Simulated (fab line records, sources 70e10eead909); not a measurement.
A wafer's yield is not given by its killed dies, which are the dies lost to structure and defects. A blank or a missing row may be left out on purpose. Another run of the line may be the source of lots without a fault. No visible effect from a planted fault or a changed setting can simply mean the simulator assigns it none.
What tool caused it? ; flow nandHarc ; 12 lots with 36 wafers sampled at 5 steps, on a route of 1159 steps

## WHAT THE GAUGES READ, wafer by wafer
NHARC_P_CONTACT_OVL_MEAS_13.
lot;measured;on;overlayXNm (nm)
L075;day 5 22:31;overlay-02;-0.6 0.2 0.0
L077;day 6 17:52;overlay-01;1.2 0.9 1.1
L079;day 6 21:01;overlay-02;0.3 0.7 1.1
L081;day 7 09:47;overlay-02;-0.8 -0.2 0.0
L083;day 8 02:24;overlay-01;0.4 0.1 0.2
L085;day 8 08:43;overlay-02;0.0 -0.2 0.4
L087;day 8 19:23;overlay-02;0.6 0.7 0.5
L089;day 9 10:31;overlay-02;-0.4 -0.5 -0.1
L091;day 9 22:04;overlay-02;-1.2 -1.0 -1.0
L093;day 10 10:16;overlay-01;1.1 1.5 0.9
L095;day 10 21:38;overlay-02;-0.7 -1.2 -1.0
L097;day 11 01:50;overlay-01;0.0 -0.2 0.4

## WHICH TOOL RAN EACH LOT (tool, then ch and the chambers of the sampled wafers, then the start)
lot;NHARC_P_ZERO_WELL_ETCH_63;NHARC_P_GATE_STRIP_111;NHARC_P_GATE_DESCUM_61;NHARC_P_GATE_RTA_64
L075;rieSi-03 ch 0,2, day 1 19:43;plasmaAsher-01 ch 0,1, day 5 14:45;rieDiel-13 ch 1,2, day 5 16:08;rtpAnneal-02 ch 0, day 5 19:35
L077;rieSi-06 ch 0,1, day 2 07:43;plasmaAsher-02 ch 0,1, day 6 10:14;rieDiel-13 ch 0,2, day 6 11:28;rtpAnneal-01 ch 0, day 6 14:55
L079;rieSi-02 ch 1,2, day 2 19:34;plasmaAsher-02 ch 0,1, day 6 13:29;rieDiel-11 ch 2,3, day 6 14:48;rtpAnneal-02 ch 0, day 6 18:15
L081;rieSi-02 ch 0,3, day 3 07:32;plasmaAsher-02 ch 0,1, day 7 01:35;rieDiel-11 ch 1,2,3, day 7 02:52;rtpAnneal-01 ch 0, day 7 06:44
L083;rieSi-02 ch 0,1,2, day 3 19:59;plasmaAsher-01 ch 0,1, day 7 18:41;rieDiel-13 ch 0,1,3, day 7 19:56;rtpAnneal-02 ch 0, day 7 23:21
L085;rieSi-06 ch 0,3, day 4 07:41;plasmaAsher-02 ch 0,1, day 8 01:16;rieDiel-09 ch 0,3, day 8 02:34;rtpAnneal-02 ch 0, day 8 05:52
L087;rieSi-06 ch 1,2,3, day 4 19:33;plasmaAsher-01 ch 0,1, day 8 11:42;rieDiel-11 ch 0,1,3, day 8 13:07;rtpAnneal-01 ch 0, day 8 16:22
L089;rieSi-02 ch 2,3, day 5 07:39;plasmaAsher-01 ch 1, day 9 02:13;rieDiel-13 ch 0,1,2, day 9 03:49;rtpAnneal-02 ch 0, day 9 07:25
L091;rieSi-02 ch 0,2,3, day 5 19:55;plasmaAsher-01 ch 0,1, day 9 14:07;rieDiel-13 ch 0,1,2, day 9 15:28;rtpAnneal-02 ch 0, day 9 18:41
L093;rieSi-02 ch 0,2, day 6 11:35;plasmaAsher-02 ch 0,1, day 10 02:44;rieDiel-13 ch 0,2,3, day 10 03:58;rtpAnneal-01 ch 0, day 10 07:22
L095;rieSi-03 ch 0,3, day 6 19:40;plasmaAsher-02 ch 0,1, day 10 13:52;rieDiel-13 ch 0,1,3, day 10 15:13;rtpAnneal-02 ch 0, day 10 18:34
L097;rieSi-03 ch 0,2,3, day 7 07:41;plasmaAsher-01 ch 0,1, day 10 17:52;rieDiel-11 ch 0,1,2, day 10 19:19;rtpAnneal-02 ch 0, day 10 22:45
- NHARC_P_ZERO_WELL_ETCH_63: etches the open film in HBr/Cl2, target depth 120 nm, time 40.1 s.
- NHARC_P_GATE_STRIP_111: strips in N2/H2, time 250 s.
- NHARC_P_GATE_DESCUM_61: chemistry O2, time 3 s.
- NHARC_P_GATE_RTA_64: time 1 s.

## THE ANSWER, worked out from the rows above alone
Rule: the lots themselves supply what counts as usual. The widest of any qualifying gaps counts: lots, ordered by their means at a reading, are off when they make up no more than a third of the lots, leave a main group of 4 or more, and stand apart from it by 3 or more times the standard deviation of that group's means. A main group whose means are all the same, to the digits that the tables above print for the reading, isn't used. Also off: a lot with no number at a reading for which 4 or more lots have one. Any other lot the step has rows for is counted as sound.
Across all readings shown, no lot is off: no conclusion can be drawn from this.

## WHAT HAD BEEN PUT IN BY THE SIMULATOR
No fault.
